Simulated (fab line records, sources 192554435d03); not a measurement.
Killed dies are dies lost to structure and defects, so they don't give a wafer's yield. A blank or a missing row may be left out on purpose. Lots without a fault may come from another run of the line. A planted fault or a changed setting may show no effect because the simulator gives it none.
Chamber matching | flow n5_finfet | N5_BEOL_M1_PRE_CLEAN_60 on cvd_co-01: 3 sister chambers
The step time 15 s. 3 wafers are shown with their chamber, then 11 later ones without.

WAFERS WITH THEIR CHAMBER
wafer  | chamber | heater_power_w (W)
L085.4 | 0       | 75
L086.6 | 2       | 72
L087.3 | 1       | 115

WAFERS WITHOUT THEIR CHAMBER
wafer  | heater_power_w (W)
L087.5 | 73
L087.6 | 74
L089.1 | 75
L089.3 | 118
L089.6 | 73
L092.1 | 76
L092.2 | 72
L092.3 | 112
L097.3 | 110
L097.4 | 72
L097.5 | 113

WHICH CHAMBER EACH WENT THROUGH
wafer  | from the rows above     | in truth
L087.5 | can't be placed: 2 or 0 | 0
L087.6 | can't be placed: 0 or 2 | 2
L089.1 | can't be placed: 0 or 2 | 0
L089.3 | 1                       | 1
L089.6 | can't be placed: 2 or 0 | 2
L092.1 | can't be placed: 0 or 2 | 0
L092.2 | can't be placed: 2 or 0 | 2
L092.3 | 1                       | 1
L097.3 | 1                       | 1
L097.4 | can't be placed: 2 or 0 | 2
L097.5 | 1                       | 1
Placed correctly: 4 of 11. Can't be placed from these rows: 7 (the true chamber is among the candidates in 7). Placed wrongly: 0.
How it was worked out, from the rows above alone: a wafer's distance from a chamber is the root of the sum, over the readings, of the square of ((its reading less the chamber's mean) divided by the reading's scatter). The wafer belongs to the nearest chamber; if the next one is less than 2 further off, it can't be placed. A chamber's mean is the mean of its shown wafers. The scatter: with one shown wafer a chamber, the root of the mean of the squares of how far each hidden wafer lies from its nearest shown one.
